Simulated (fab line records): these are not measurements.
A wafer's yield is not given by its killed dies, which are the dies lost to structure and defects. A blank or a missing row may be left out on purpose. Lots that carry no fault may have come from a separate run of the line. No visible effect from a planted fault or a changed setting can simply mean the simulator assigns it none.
Chamber matching | flow n5 finfet | N5_STI_FIN_REVEAL_CMP_04 on cmp-03: 4 sister chambers
The step polishes, stops on Si3N4, t overpolish 4 s, target thk 131.83 nm. 20 wafers are shown with their chamber, then 10 later ones without.

== WAFERS WITH THEIR CHAMBER ==
wafer  | chamber | motor current A (A) | time to endpoint s (s) | overpolish run s (s)
L074.3 | 3       | 8.4                 | 110                    | 4.000
L074.4 | 2       | 7.8                 | 112                    | 4.002
L074.5 | 0       | 8.1                 | 110                    | 4.006
L076.1 | 2       | 7.4                 | 111                    | 3.994
L076.4 | 1       | 7.3                 | 114                    | 4.008
L076.6 | 1       | 7.2                 | 112                    | 4.005
L077.3 | 2       | 7.7                 | 107                    | 3.994
L077.5 | 3       | 8.7                 | 114                    | 4.016
L077.6 | 0       | 7.5                 | 110                    | 4.000
L078.1 | 0       | 8.2                 | 101                    | 4.010
L078.2 | 3       | 8.4                 | 103                    | 4.007
L078.5 | 1       | 7.3                 | 103                    | 4.001
L079.3 | 2       | 7.4                 | 98                     | 3.986
L079.4 | 3       | 8.4                 | 104                    | 3.996
L079.6 | 3       | 8.8                 | 101                    | 4.020
L081.1 | 2       | 7.9                 | 103                    | 4.002
L081.5 | 2       | 7.3                 | 108                    | 4.031
L081.6 | 1       | 7.1                 | 106                    | 3.998
L082.2 | 2       | 7.7                 | 96                     | 3.999
L082.3 | 3       | 8.3                 | 99                     | 4.000

SIGNATURES, as means of the wafers listed above
reading            | chamber 0 | chamber 1 | chamber 2 | chamber 3 | scatter within a chamber
motor current A    | 7.933     | 7.225     | 7.600     | 8.500     | 0.228
time to endpoint s | 107.00    | 108.75    | 105.00    | 105.17    | 5.74
overpolish run s   | 4.00533   | 4.00300   | 4.00114   | 4.00650   | 0.0106
Rule: for each reading, subtract the chamber's mean from the wafer's reading, divide by that reading's scatter and square the result; add these up over the readings and take the root, which gives the wafer's distance from the chamber. If the next closest chamber is less than 2 further off than the closest, the wafer can't be placed; otherwise it belongs to the closest. The scatter: take each reading less its chamber's mean, square it, sum over the shown wafers, divide by the number of wafers less the number of chambers, and take the root.

== WAFERS WHOSE CHAMBER IS MISSING ==
wafer  | motor current A (A) | time to endpoint s (s) | overpolish run s (s)
L082.6 | 8.6                 | 96                     | 3.992
L090.1 | 8.6                 | 105                    | 4.004
L090.2 | 7.3                 | 105                    | 4.006
L090.5 | 8.1                 | 105                    | 4.020
L093.1 | 8.1                 | 99                     | 3.997
L093.3 | 8.4                 | 102                    | 3.986
L093.6 | 7.4                 | 105                    | 4.004
L095.1 | 7.9                 | 102                    | 4.000
L095.3 | 8.5                 | 102                    | 4.011
L095.4 | 7.3                 | 106                    | 4.007

== THE CHAMBER EACH PASSED THROUGH ==
wafer  | from the rows above          | in truth
L082.6 | can't be placed: 3 or 0      | 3
L090.1 | 3                            | 3
L090.2 | can't be placed: 1 or 2      | 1
L090.5 | can't be placed: 0 or 3 or 2 | 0
L093.1 | can't be placed: 0 or 3 or 2 | 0
L093.3 | can't be placed: 3 or 0 or 2 | 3
L093.6 | can't be placed: 2 or 1 or 0 | 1
L095.1 | can't be placed: 0 or 2 or 3 | 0
L095.3 | can't be placed: 3 or 0      | 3
L095.4 | can't be placed: 1 or 2      | 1
Correct placement for 1 of the 10. These rows do not allow placing 9 (true chamber among the candidates in 9). Number placed wrongly: 0.
